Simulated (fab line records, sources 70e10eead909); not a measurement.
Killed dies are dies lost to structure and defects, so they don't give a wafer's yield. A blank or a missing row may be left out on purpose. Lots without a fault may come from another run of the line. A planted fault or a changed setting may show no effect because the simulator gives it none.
Chamber matching | flow nand_harc | NHARC_A_WL_FILL_ALD_10 on ald_hk-02: 4 sister chambers
The step deposits SiO2, target thk 50 nm, pulse time 10 s, ald cycles 500. 4 wafers are shown with their chamber, then 7 later ones without.

WAFERS WITH THEIR CHAMBER
wafer  | chamber | heater_power_w (W)
L087.5 | 2       | 471
L087.6 | 1       | 466
L092.3 | 3       | 417
L092.4 | 0       | 526

WAFERS WITHOUT THEIR CHAMBER
wafer  | heater_power_w (W)
L092.5 | 428
L094.1 | 478
L094.2 | 437
L094.3 | 540
L097.3 | 419
L097.5 | 543
L097.6 | 501

WHICH CHAMBER EACH WENT THROUGH
wafer  | from the rows above          | in truth
L092.5 | can't be placed: 3 or 1      | 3
L094.1 | can't be placed: 2 or 1      | 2
L094.2 | can't be placed: 3 or 1 or 2 | 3
L094.3 | 0                            | 0
L097.3 | 3                            | 3
L097.5 | 0                            | 0
L097.6 | can't be placed: 0 or 2 or 1 | 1
Placed correctly: 3 of 7. Can't be placed from these rows: 4 (the true chamber is among the candidates in 4). Placed wrongly: 0.
How it was worked out, from the rows above alone: a wafer's distance from a chamber is the root of the sum, over the readings, of the square of ((its reading less the chamber's mean) divided by the reading's scatter). The wafer belongs to the nearest chamber; if the next one is less than 2 further off, it can't be placed. A chamber's mean is the mean of its shown wafers. The scatter: with one shown wafer a chamber, the root of the mean of the squares of how far each hidden wafer lies from its nearest shown one.
